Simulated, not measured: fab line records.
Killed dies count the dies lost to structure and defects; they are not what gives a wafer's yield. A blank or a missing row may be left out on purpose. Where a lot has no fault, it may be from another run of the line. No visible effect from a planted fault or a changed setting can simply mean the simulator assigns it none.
The tool behind it: which one? | flow n5_finfet | 7 lots with 21 wafers sampled at 5 steps, on a route of 1938 steps

## WHAT THE GAUGES READ, wafer by wafer
N5_BEOL_M5_CD_MEAS_18: pitch 56 nm, target cd 28 nm.
lot  | measured     | on        | cd_nm (nm)
L529 | day 8 20:04  | cd_sem-01 | 28.19 28.82 27.86
L531 | day 9 10:29  | cd_sem-01 | 28.49 28.86 28.44
L534 | day 10 05:19 | cd_sem-03 | 28.02 27.99 28.02
L536 | day 10 22:21 | cd_sem-02 | 27.91 28.40 28.11
L540 | day 11 13:14 | cd_sem-03 | 27.92 27.70 27.87
L543 | day 12 08:01 | cd_sem-03 | 27.54 28.25 27.54
L545 | day 12 18:28 | cd_sem-03 | - - -

## WHICH TOOL RAN EACH LOT (tool, then ch and the chambers of the sampled wafers, then the start)
lot  | N5_BEOL_M4_ANNEAL_87         | N5_BEOL_M4_SPUTTER_94        | N5_BEOL_M5_HM_DEP_02         | N5_BEOL_M5_HM_OPEN_17
L529 | pvd_sputter-02, day 8 12:49  | pvd_sputter-02, day 8 13:37  | pvd_sputter-02, day 8 19:02  | rie_metal-02 ch 0,1, day 8 19:53
L531 | pvd_sputter-02, day 9 04:34  | pvd_sputter-02, day 9 05:22  | pvd_sputter-03, day 9 09:19  | rie_metal-03 ch 1, day 9 10:13
L534 | pvd_sputter-03, day 9 22:38  | pvd_sputter-03, day 9 23:26  | pvd_sputter-03, day 10 02:25 | rie_metal-03 ch 0,1, day 10 05:02
L536 | pvd_sputter-02, day 10 15:52 | pvd_sputter-02, day 10 16:40 | pvd_sputter-02, day 10 21:24 | rie_metal-01 ch 0,1, day 10 22:11
L540 | pvd_sputter-02, day 11 06:45 | pvd_sputter-02, day 11 07:33 | pvd_sputter-01, day 11 12:17 | rie_metal-03 ch 0,1, day 11 13:04
L543 | pvd_sputter-01, day 12 02:26 | pvd_sputter-01, day 12 03:14 | pvd_sputter-01, day 12 07:04 | rie_metal-02 ch 0,1, day 12 07:52
L545 | pvd_sputter-02, day 12 13:03 | pvd_sputter-02, day 12 13:51 | pvd_sputter-03, day 12 17:30 | rie_metal-03 ch 0, day 12 18:17
- N5_BEOL_M4_ANNEAL_87: time 240 s.
- N5_BEOL_M4_SPUTTER_94: material Cu, target thk 4.5 nm, time 8.29 s.
- N5_BEOL_M5_HM_DEP_02: deposits TiN, target thk 20 nm.
- N5_BEOL_M5_HM_OPEN_17: chemistry Cl2/BCl3, target TiN, target depth 20 nm, overetch 6 nm.

## THE ANSWER, worked out from the rows above alone
Rule: the lots themselves supply what counts as usual. Put in order of their means at a reading, lots are off if they are a third of the lots or fewer, leave a main group of 4 or more, and stand apart from it by a gap of 3 or more times the standard deviation of the main group's means; of several such gaps the widest counts. A main group is skipped when, at the precision printed for the reading in the tables above, its means are all equal. Also off: a lot with no number at a reading for which 4 or more lots have one. Where the step has rows for the other lots, those lots are counted as sound.
Off: L545, at N5_BEOL_M5_CD_MEAS_18 (cd_nm). Without a number there: L545. For the main group the mean is 28.11 nm and the standard deviation 0.28.
If a tool, at a process step before that reading, ran all the lots that are off and no sound lot after the first of them, it fits. Those tools and the gauges at N5_BEOL_M5_CD_MEAS_18 are tried in the same way. Can't be told from this: 4 tools fit, pvd_sputter-02 at N5_BEOL_M4_ANNEAL_87 and N5_BEOL_M4_SPUTTER_94, pvd_sputter-03 at N5_BEOL_M5_HM_DEP_02, rie_metal-03 at N5_BEOL_M5_HM_OPEN_17, cd_sem-03 at N5_BEOL_M5_CD_MEAS_18.

## WHAT THE SIMULATOR PUT IN
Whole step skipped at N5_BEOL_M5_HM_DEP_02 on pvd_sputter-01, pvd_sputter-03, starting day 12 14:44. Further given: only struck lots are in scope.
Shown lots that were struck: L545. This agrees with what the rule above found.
